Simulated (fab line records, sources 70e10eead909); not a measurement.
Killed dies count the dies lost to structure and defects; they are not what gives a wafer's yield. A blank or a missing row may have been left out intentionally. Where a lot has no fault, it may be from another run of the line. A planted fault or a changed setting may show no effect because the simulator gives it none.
fab line records | flow nandHarc
record: lots: 6 wafers: 18 lastDay: 24
route steps=1159 shown A_ONON_D1@432 END@1159
lots that met no fault: taken from a fault-free run of the same line
startH: start of the lot's first displayed wafer, in hours after the record's first day | waitH: how many hours have passed since the lot's step before this one | " repeats the value in the row above | L1.1+2: several wafers, shown together as one row | - either no value or no given start | * or withheld: withheld | < > ~ a bound
route shown NAME@n: NAME is a module with steps in the file, n the number in the route of the first one | usual: the fault-free wafers' mean and standard deviation | same: alike in all rows | chamber/n: place in a boat | sites: the reading at each site | _std_site: standard deviation across them | _edge_site: the outer-site mean with the inner-site mean subtracted | radiusMm: for every site, how far away it sits from the centre of the wafer | mask NAME#n: copy n | behind: tool/chamber where the wafer was last shaped | hold: reason for holding the lot/hours on hold/outcome of the hold | device: whichever transistor did not switch (one of n, p or np) | end of line: tests run on the same wafers once the route is complete | a step with no rows: only its recipe | killed: dies that structure and defects cost at the first sort, which is not the same as the wafer's yield | map: shows each die of a wafer: x if killed, . if not, _ if none is there
set.NAME: setting as actually run; set.NAME@STEP: the setting as run at that earlier step | model.NAME: the simulator's own value behind a step, which no gauge read
a table for each step, a row for each wafer; lots at some steps of the route
== steps ==
step: NHARC_A_ONON_D1_DEP_12
recipe: targetThkA: 10000 n2FlowSccm: 2750 n2oFlowSccm: 2000 nh3FlowSccm: 500 sih4FlowSccm: 210 tempC: 400
step: NHARC_A_ONON_D1_THK_MEAS_14
recipe: thkMeasGauge: ellipsometry
usual: thkNm: 997/11
columns lot.wafer tool chamber startH waitH thkNm
L450.1 filmMetro-01 - 211.60 - 980
L450.2 " - " " 981
L450.4 " - " " 981
L449.2 filmMetro-01 - 211.82 - 1004
L449.3 " - " " 1004
L449.5 " - " " 1004
L456.1 filmMetro-01 - 257.11 - 983
L456.2 " - " " 982
L456.5 " - " " 983
L458.3 filmMetro-02 - 260.88 - 1016
L458.4 " - " " 1015
L458.6 " - " " 1016
L462.1 filmMetro-02 - 282.37 - 1014
L462.3 " - " " 1013
L462.4 " - " " 1012
L461.1 filmMetro-01 - 282.46 - 1007
L461.2 " - " " 1003
L461.6 " - " " 1006
step: NHARC_A_ONON_D1_ANNEAL_15
recipe: tempC: 750 timeS: 3600
step: NHARC_A_ONON_D1_DEP_16
recipe: targetThkA: 10000 n2FlowSccm: 2750 n2oFlowSccm: 2000 nh3FlowSccm: 500 sih4FlowSccm: 210 tempC: 400
step: NHARC_A_ONON_D1_THK_MEAS_18
recipe: thkMeasGauge: ellipsometry
usual: thkNm: 997/7.5
columns lot.wafer tool chamber startH waitH thkNm
L450.1 filmMetro-01 - 218.78 - 1002
L450.2 " - " " 1001
L450.4 " - " " 1001
L449.2 filmMetro-02 - 218.79 - 996
L449.3 " - " " 996
L449.5 " - " " 995
L456.1 filmMetro-01 - 265.82 - 1003
L456.2 " - " " 1003
L456.5 " - " " 1001
L458.3 filmMetro-02 - 266.18 - 999
L458.4 " - " " 999
L458.6 " - " " 998
L462.1 filmMetro-02 - 289.77 - 1004
L462.3 " - " " 1004
L462.4 " - " " 1002
L461.1 filmMetro-01 - 290.09 - 990
L461.2 " - " " 989
L461.6 " - " " 989
step: NHARC_A_ONON_D1_DEP_19
recipe: targetThkA: 10000 n2FlowSccm: 2750 n2oFlowSccm: 2000 nh3FlowSccm: 500 sih4FlowSccm: 210 tempC: 400
step: NHARC_A_ONON_D1_THK_MEAS_21
recipe: thkMeasGauge: ellipsometry
usual: thkNm: 999/11
columns lot.wafer tool chamber startH waitH thkNm
L450.1 filmMetro-02 - 219.35 - 991
L450.2 " - " " 991
L450.4 " - " " 989
L449.2 filmMetro-01 - 219.36 - 1001
L449.3 " - " " 1000
L449.5 " - " " 1003
L456.1 filmMetro-02 - 266.50 - 998
L456.2 " - " " 996
L456.5 " - " " 996
L458.3 filmMetro-01 - 266.85 - 1011
L458.4 " - " " 1014
L458.6 " - " " 1012
L462.1 filmMetro-02 - 290.44 - 999
L462.3 " - " " 1001
L462.4 " - " " 1000
L461.1 filmMetro-02 - 290.66 - 991
L461.2 " - " " 991
L461.6 " - " " 990
step: NHARC_A_ONON_D1_DEP_22
recipe: targetThkA: 10000 n2FlowSccm: 2750 n2oFlowSccm: 2000 nh3FlowSccm: 500 sih4FlowSccm: 210 tempC: 400
step: NHARC_A_ONON_D1_THK_MEAS_24
recipe: thkMeasGauge: ellipsometry
usual: thkNm: 998/11
columns lot.wafer tool chamber startH waitH thkNm
L449.2 filmMetro-02 - 219.92 - 994
L449.3 " - " " 994
L449.5 " - " " 994
L450.1 filmMetro-01 - 219.92 - 998
L450.2 " - " " 998
L450.4 " - " " 996
L456.1 filmMetro-02 - 267.07 - 1002
L456.2 " - " " 1002
L456.5 " - " " 1002
L458.3 filmMetro-01 - 267.42 - 1009
L458.4 " - " " 1008
L458.6 " - " " 1007
L462.1 filmMetro-01 - 291.02 - 995
L462.3 " - " " 996
L462.4 " - " " 995
L461.1 filmMetro-01 - 291.23 - 1017
L461.2 " - " " 1019
L461.6 " - " " 1017
step: NHARC_A_ONON_D1_DEP_25
recipe: targetThkA: 10000 n2FlowSccm: 2750 n2oFlowSccm: 2000 nh3FlowSccm: 500 sih4FlowSccm: 210 tempC: 400
step: NHARC_A_ONON_D1_THK_MEAS_27
recipe: thkMeasGauge: ellipsometry
usual: thkNm: 1003/11
columns lot.wafer tool chamber startH waitH thkNm
L449.2 filmMetro-02 - 220.48 - 980
L449.3 " - " " 979
L449.5 " - " " 977
L450.1 filmMetro-01 - 220.50 - 1001
L450.2 " - " " 1001
L450.4 " - " " 1001
L456.1 filmMetro-02 - 267.65 - 1014
L456.2 " - " " 1014
L456.5 " - " " 1014
L458.3 filmMetro-02 - 267.99 - 1002
L458.4 " - " " 999
L458.6 " - " " 1001
L462.1 filmMetro-01 - 291.58 - 1023
L462.3 " - " " 1024
L462.4 " - " " 1022
L461.1 filmMetro-02 - 291.81 - 995
L461.2 " - " " 997
L461.6 " - " " 998
step: NHARC_A_ONON_D1_DEP_28
recipe: targetThkA: 10000 n2FlowSccm: 2750 n2oFlowSccm: 2000 nh3FlowSccm: 500 sih4FlowSccm: 210 tempC: 400
columns lot.wafer tool chamber startH waitH
L450.1+2+4 pecvdOnon-01 0 220.55 0.1
L449.2+3+5 pecvdOnon-03 0 220.60 0.1
L456.1+2+5 pecvdOnon-03 0 267.75 0.1
L458.3+4+6 pecvdOnon-03 0 268.22 0.2
L462.1+3+4 pecvdOnon-01 0 291.65 0.1
L461.1+2+6 pecvdOnon-02 0 291.86 0.1
step: NHARC_A_ONON_D1_THK_MEAS_30
recipe: thkMeasGauge: ellipsometry
usual: thkNm: 997/9.9
columns lot.wafer tool chamber startH waitH hold thkNm
L449.2 filmMetro-02 - 221.04 - - 998
L449.3 " - " " - 999
L449.5 " - " " - 998
L450.1 filmMetro-01 - 221.06 - - 997
L450.2 " - " " - 1000
L450.4 " - " " - 998
L456.1 filmMetro-02 - 268.26 - awaitDispo/0.2h/release 1515
L456.2 " - " " awaitDispo/0.2h/release 1512
L456.5 " - " " awaitDispo/0.2h/release 1514
L456.1 filmMetro-02 - 268.44 0.2 - 1516
L456.2 " - " " - 1515
L456.5 " - " " - 1514
L458.3 filmMetro-02 - 268.62 - awaitDispo/0.2h/release 1512
L458.4 " - " " awaitDispo/0.2h/release 1512
L458.6 " - " " awaitDispo/0.2h/release 1513
L458.3 filmMetro-02 - 268.79 0.2 - 1511
L458.4 " - " " - 1513
L458.6 " - " " - 1514
L462.1 filmMetro-01 - 292.16 - - 976
L462.3 " - " " - 974
L462.4 " - " " - 975
L461.1 filmMetro-01 - 292.37 - - 977
L461.2 " - " " - 978
L461.6 " - " " - 976
step: NHARC_END_SORT_01
recipe: tempC: 25
usual: defectLimitedYield: 95.8/1.4 killedAtArray: 24/8.8 killedAtOther: 0.7/0.99 killedAtPeriphery: 3.5/2.6 killedDies: 28/9.3 killedOpen: 3.2/1.7 killedShort: 1.7/1.4 sort_bin_2_pct: 1.3/0.6 sort_bin_3_pct: 0.24/0.2 sort_bin_4_pct: 2.6/0.88 sortNPass: 649/9.3 sortRimYieldPct: 94/3.2 sortYieldPct: 95.8/1.4
same: grossDies: 677 sort_bin_5_pct[%]: 0 sort_bin_6_pct[%]: 0 sort_bin_7_pct[%]: 0 sort_bin_8_pct[%]: 0 sortRimNGross: 106.00
columns lot.wafer tool chamber startH waitH defectLimitedYield[%] killedAtArray killedAtOther killedAtPeriphery killedDies killedOpen killedShort sort_bin_2_pct[%] sort_bin_3_pct[%] sort_bin_4_pct[%] sortNPass sortRimYieldPct[%] sortYieldPct[%]
L450.1 prober-02 0 514.02 2.5 96.0 26 0 1 27 3 0 1.3 0.30 2.4 650 92 96.0
L450.2 prober-02 0 514.82 2.8 95.9 26 0 2 28 2 0 0.9 0.15 3.1 649 94 95.9
L450.4 prober-02 0 516.42 3.4 96.0 23 0 4 27 4 3 1.2 0.15 2.7 650 90 96.0
L449.2 prober-02 0 522.61 2.8 96.8 20 0 2 22 3 2 0.3 0.15 2.8 655 95 96.8
L449.3 prober-02 0 523.40 3.1 96.2 20 0 6 26 6 2 1.5 0.15 2.2 651 94 96.2
L449.5 prober-02 0 525.00 3.7 95.6 29 0 1 30 4 4 1.3 0.15 3.0 647 94 95.6
L462.1 prober-02 0 570.03 2.5 95.6 28 0 2 30 1 6 1.3 0.59 2.5 647 96 95.6
L462.3 prober-02 0 571.62 3.1 94.5 34 1 2 37 5 0 1.3 0.15 4.0 640 92 94.5
L462.4 prober-02 0 572.41 3.4 97.5 15 1 1 17 1 1 0.7 0.15 1.6 660 95 97.5
L461.1 prober-01 0 574.07 2.5 92.5 48 0 3 51 4 2 3.1 0.44 4.0 626 89 92.5
L461.2 prober-01 0 574.87 2.8 94.2 37 1 1 39 7 1 1.6 0.74 3.4 638 86 94.2
L461.6 prober-01 0 578.05 4.0 90.7 61 1 1 63 2 0 3.2 0.59 5.5 614 87 90.7
killed by level:class
L450.1 A_SLIT:chamberFilmFlake=10 A_CONTACT:chamberFilmFlake=5 A_CHANNEL_HOLE_D1:chamberFilmFlake=2 A_STAIRCASE:chamberFilmFlake=2 A_SGD_CUT:chamberFilmFlake=2 A_WL_FILL:chamberFilmFlake=2 P_M1:geometricParticle:open=1 A_CHANNEL_HOLE_D1:geometricParticle:open=1
L450.2 A_SLIT:chamberFilmFlake=12 A_WL_FILL:chamberFilmFlake=5 A_CONTACT:chamberFilmFlake=4 A_CHANNEL_HOLE_D1:chamberFilmFlake=2 P_CONTACT:geometricParticle:open=1 A_BLC:geometricParticle:open=1 P_M2:chamberFilmFlake=1 A_STAIRCASE:chamberFilmFlake=1
L450.4 A_CONTACT:chamberFilmFlake=9 A_SLIT:chamberFilmFlake=6 A_WL_FILL:chamberFilmFlake=2 P_CONTACT:geometricParticle:open=1 P_M1:geometricParticle:short=1 P_M1:geometricParticle:open=1 A_CHANNEL_HOLE_D1:geometricParticle:short=1 A_CONTACT:geometricParticle:open=1
L449.2 A_CHANNEL_HOLE_D1:chamberFilmFlake=13 A_M0:geometricParticle:open=2 A_CHANNEL_FILL_D1:chamberFilmFlake=2 P_CONTACT:geometricParticle:short=1 P_M2:geometricParticle:open=1 A_M1:geometricParticle:short=1 A_M1:chamberFilmFlake=1 A_CONTACT:chamberFilmFlake=1
L449.3 A_CHANNEL_HOLE_D1:chamberFilmFlake=11 P_ZERO_WELL:chamberFilmFlake=4 A_CONTACT:chamberFilmFlake=3 P_M0:geometricParticle:open=2 A_CONTACT:geometricParticle:open=2 A_CHANNEL_HOLE_D1:geometricParticle:short=1 A_CHANNEL_FILL_D1:geometricParticle:open=1 A_WL_FILL:geometricParticle:short=1
L449.5 A_CHANNEL_HOLE_D1:chamberFilmFlake=16 A_CONTACT:chamberFilmFlake=5 A_CONTACT:geometricParticle:open=2 A_M0:geometricParticle:short=2 P_GATE:geometricParticle:open=1 A_ONON_D1:geometricParticle:short=1 A_SLIT:geometricParticle:open=1 A_CONTACT:geometricParticle:short=1
L462.1 A_SLIT:chamberFilmFlake=13 A_STAIRCASE:chamberFilmFlake=3 A_CONTACT:chamberFilmFlake=3 A_WL_FILL:geometricParticle:short=2 A_CHANNEL_HOLE_D1:chamberFilmFlake=2 P_GATE:geometricParticle:short=1 A_ONON_D1:geometricParticle:short=1 A_CHANNEL_HOLE_D1:geometricParticle:short=1
L462.3 A_SLIT:chamberFilmFlake=10 A_CHANNEL_HOLE_D1:chamberFilmFlake=8 A_CONTACT:chamberFilmFlake=6 A_STAIRCASE:chamberFilmFlake=5 P_M1:geometricParticle:open=1 P_M2:geometricParticle:open=1 A_CHANNEL_FILL_D1:geometricParticle:open=1 A_CONTACT:geometricParticle:open=1
L462.4 A_SLIT:chamberFilmFlake=7 A_CHANNEL_HOLE_D1:chamberFilmFlake=2 A_CONTACT:chamberFilmFlake=2 A_ONON_D1:geometricParticle:short=1 A_M0:geometricParticle:open=1 P_M0:chamberFilmFlake=1 A_CHANNEL_FILL_D1:chamberFilmFlake=1 A_STAIRCASE:chamberFilmFlake=1
L461.1 A_CHANNEL_HOLE_D1:chamberFilmFlake=21 A_SLIT:chamberFilmFlake=16 A_STAIRCASE:chamberFilmFlake=3 A_M0:geometricParticle:open=2 P_M0:chamberFilmFlake=2 A_CONTACT:chamberFilmFlake=2 A_SGD_CUT:geometricParticle:short=1 A_WL_FILL:geometricParticle:open=1
L461.2 A_CHANNEL_HOLE_D1:chamberFilmFlake=16 A_SLIT:chamberFilmFlake=10 A_CONTACT:chamberFilmFlake=4 A_WL_FILL:geometricParticle:open=2 A_M1:geometricParticle:open=2 P_CONTACT:geometricParticle:open=1 A_SOURCE_PLATE:geometricParticle:open=1 A_ONON_D1:geometricParticle:short=1
L461.6 A_SLIT:chamberFilmFlake=26 A_CHANNEL_HOLE_D1:chamberFilmFlake=24 A_STAIRCASE:chamberFilmFlake=6 A_CONTACT:chamberFilmFlake=4 P_M0:geometricParticle:open=1 A_ONON_D1:geometricParticle:open=1 THIN_TSV:chamberFilmFlake=1
== key ==
firstSign: step: NHARC_A_ONON_D1_THK_MEAS_30 reading: visit direction: added
effect: step: NHARC_A_ONON_D1_THK_MEAS_30 reading: thkNm direction: up sigmas: 52 usual: 997 struck: 1513
metAt NHARC_A_ONON_D1_DEP_28
struckWafers L456.1,L456.2,L456.5,L458.3,L458.4,L458.6
scrappedBehind NHARC_A_ONON_D1_THK_MEAS_30 L456.1,L456.2,L456.5,L458.3,L458.4,L458.6
onsetBetween 220.60 267.75
fault: kind: processParameterDrift tool: pecvdOnon-03 chamber: - onsetH: 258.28 steps: NHARC_A_ONON_D1_DEP_28 channel: targetThkA offset: * shape: step endH: 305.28 actsIn: * stated: *
